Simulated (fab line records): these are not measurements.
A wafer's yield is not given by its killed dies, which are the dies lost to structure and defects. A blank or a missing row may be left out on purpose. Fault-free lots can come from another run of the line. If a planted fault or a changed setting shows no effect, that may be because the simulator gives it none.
Comparing a struck lot with a sound one + flow n5_finfet + 40 out of 1938 route steps
Sound: the wafers L296.1, L296.3, L296.6. Wafers L310.1, L310.4, L310.6 were the ones struck. At the end, the cause is stated.
For every step that has rows: the tool of each side, followed by ch and its chambers, followed by its first start. Under that, the readings that differ: sound wafers + struck wafers + difference of the means + sigmas: that difference in standard deviations of wafers without a fault.
alike: readings with means less than 2 such deviations apart, plus words and numbers identical on both sides. not compared: withheld readings, readings lacking a value on some wafer, bounds such as >300 that could conceal the same value, and numbers that have no deviation in the record and whose values overlap.
A row with sigmas, a row that says differs or no value, or rows on one side alone: a step with any of these is where the two part. Numbers that have no deviation but don't overlap get no sigmas and don't part them. A reading that every wafer of one side lacks parts them only if that side has two wafers or more.

first, 12 steps without rows for these wafers: N5_HKMG_FIN_ETCH_54 (etches SiARC in CF4, target depth 45.5 nm, time 75.8 s); N5_HKMG_FIN_ETCH_55 (etches SOC in N2/H2, target depth 240 nm, time 300 s); N5_HKMG_FIN_STRIP_56 (strips in N2/H2); N5_HKMG_FIN_STRIP_57 (strips in CF4); N5_HKMG_FIN_ETCH_58 (etches SOC in N2/H2, target depth 215.8 nm, time 741 s); N5_HKMG_FIN_STRIP_93 (strips SOC in N2/H2, time 20 s); N5_HKMG_FIN_WET_ETCH_76 (etches Al2O3 in dNH4OH, stops on La2O3, target depth 2.25 nm, rinse time 30 s); N5_HKMG_FIN_STRIP_60 (strips in N2/H2, time 360 s); N5_HKMG_FIN_WET_ETCH_77 (etches La2O3 in dHCl, stops on HfO2, target depth 2 nm); N5_HKMG_FIN_WET_ETCH_78 (etches Al2O3 in dNH4OH, stops on La2O3, target depth 4.5 nm, rinse time 30 s); N5_HKMG_FIN_ALD_79 (deposits TiN, target thk 1.5 nm, pulse time 1 s, purge time 3 s); N5_HKMG_FIN_CVD_62 (deposits a-Si from Si2H6, target thk 3 nm, time 20.8 s).
N5_HKMG_FIN_RTA_80: time 2 s.
  sound on rtp_anneal-01 ch 0, day 5 02:33; struck on rtp_anneal-02 ch 0, day 8 14:33
then, 25 steps without rows for these wafers: N5_HKMG_FIN_PRECLEAN_64 (cleans in dHF, time 30 s); N5_HKMG_FIN_WET_ETCH_65 (etches a-Si in TMAH, stops on TiN, time 49 s, target depth 3 nm); N5_HKMG_FIN_WET_ETCH_81 (etches TiN in SC1, stops on HfO2, time 57 s, target depth 6 nm); N5_HKMG_FIN_WET_ETCH_82 (etches La2O3 in dHCl, stops on HfO2, target depth 2 nm, rinse time 30 s); N5_HKMG_FIN_ALD_36 (deposits TiN, target thk 1 nm, pulse time 1 s, purge time 3 s); N5_HKMG_FIN_PWFM_ALD_03 (deposits TiN, target thk 2 nm, pulse time 1 s, purge time 3 s); N5_HKMG_FIN_COAT_29 (time 60 s, resist thk 300 nm); N5_HKMG_FIN_COAT_30 (time 60 s, resist thk 35 nm); N5_HKMG_FIN_COAT_06 (resist thk 90 nm); N5_HKMG_FIN_EBR_08; N5_HKMG_FIN_SOFTBAKE_07 (time 60 s); N5_HKMG_FIN_EXPOSE_09 (exposes mask NWFM); N5_HKMG_FIN_PEB_10 (peb time 60 s); N5_HKMG_FIN_DEVELOP_11 (develop time 30 s); N5_HKMG_FIN_DESCUM_17 (chemistry O2, time 7.9 s); N5_HKMG_FIN_ETCH_31 (etches SiARC in CF4, target depth 45.5 nm, time 75.8 s); N5_HKMG_FIN_ETCH_32 (etches SOC in N2/H2, target depth 240 nm, time 300 s); N5_HKMG_FIN_STRIP_33 (strips in N2/H2); N5_HKMG_FIN_STRIP_34 (strips in CF4); N5_HKMG_FIN_ETCH_35 (etches SOC in N2/H2, target depth 215.8 nm, time 243.4 s); N5_HKMG_FIN_STRIP_92 (strips SOC in N2/H2, time 20 s); N5_HKMG_FIN_WET_ETCH_18 (etches TiN in SC1, time 55 s, target depth 5.2 nm, rinse time 30 s); N5_HKMG_FIN_STRIP_19 (strips in N2/H2, time 360 s); N5_HKMG_FIN_ALD_91 (deposits TiN, target thk 1 nm, pulse time 1 s, purge time 3 s); N5_HKMG_FIN_COAT_85 (time 60 s, resist thk 300 nm).
-- the record jumps here: 7 days lie between the struck wafers' starts before and after (it left off in module HKMG_FIN and takes up again in module BEOL_M4, whose first step shown is number 1111 of the route) --
N5_BEOL_M4_RC_MEAS_101:
  sound on prober-02 ch 0, day 12 16:43; struck on prober-02 ch 0, day 15 19:31
| reading             | sound                     | struck                  | difference | sigmas |
|---------------------|---------------------------|-------------------------|------------|--------|
| IOFF_P_LIN (nA/um)  | 0.084 0.089 0.092         | 0.042 0.056 0.050       | -0.039     | -2     |
| IOFF_P_LONG (nA/um) | 0.000115 9.9e-05 0.000101 | 6.7e-05 6.8e-05 6.8e-05 | -3.7e-05   | -4     |
| ION_P (uA/um)       | 459 456 462               | 434 443 445             | -18        | -2     |
| REXT_N (ohm.um)     | 75.6 74.1 74.4            | 71.0 69.8 70.7          | -4.2       | -3     |
| VT_N (mV)           | 252 250 247               | 245 238 240             | -9         | -2     |
| VT_N_LVT (mV)       | 100 99 98                 | 69 63 66                | -33        | -9     |
| VT_P (mV)           | -253 -254 -249            | -273 -269 -268          | -18        | -5     |
| VT_P_LONG (mV)      | -272 -272 -273            | -295 -295 -296          | -23        | -8     |
  alike: DIBL_N, DIBL_P, IOFF_N, IOFF_P, ION_N, SS_N, SS_P
-- the record jumps here: 6 days lie between the struck wafers' starts before and after (it left off in module BEOL_M4 and takes up again in module PASSIVATION, whose first step shown is number 1936 of the route) --
N5_PASSIVATION_PROBE_49:
  struck on prober-02, day 21 11:31; sound on prober-01, day 16 16:52
| reading              | sound          | struck         | difference | sigmas |
|----------------------|----------------|----------------|------------|--------|
| sort_bin_8_speed (%) | 0 0 0          | 20.8 1.0 0.4   | +7.4       | +18    |
| sort_n_pass          | 1076 1061 1084 | 818 1042 1084  | -92        | -5     |
| sort_yield_pct (%)   | 91.2 89.9 91.9 | 69.3 88.3 91.9 | -7.8       | -5     |
  alike: defect_limited_yield, killed_at_M0_to_M3, killed_at_M4_up, killed_at_contacts, killed_at_front_end, killed_at_other, killed_dies, killed_open, killed_short, sort_bin_4_leakage, sort_bin_5_function, sort_bin_6_memory

WHERE THEY PART
First at N5_BEOL_M4_RC_MEAS_101; last, within this record, at N5_PASSIVATION_PROBE_49.

WHY: what had been put in by the simulator
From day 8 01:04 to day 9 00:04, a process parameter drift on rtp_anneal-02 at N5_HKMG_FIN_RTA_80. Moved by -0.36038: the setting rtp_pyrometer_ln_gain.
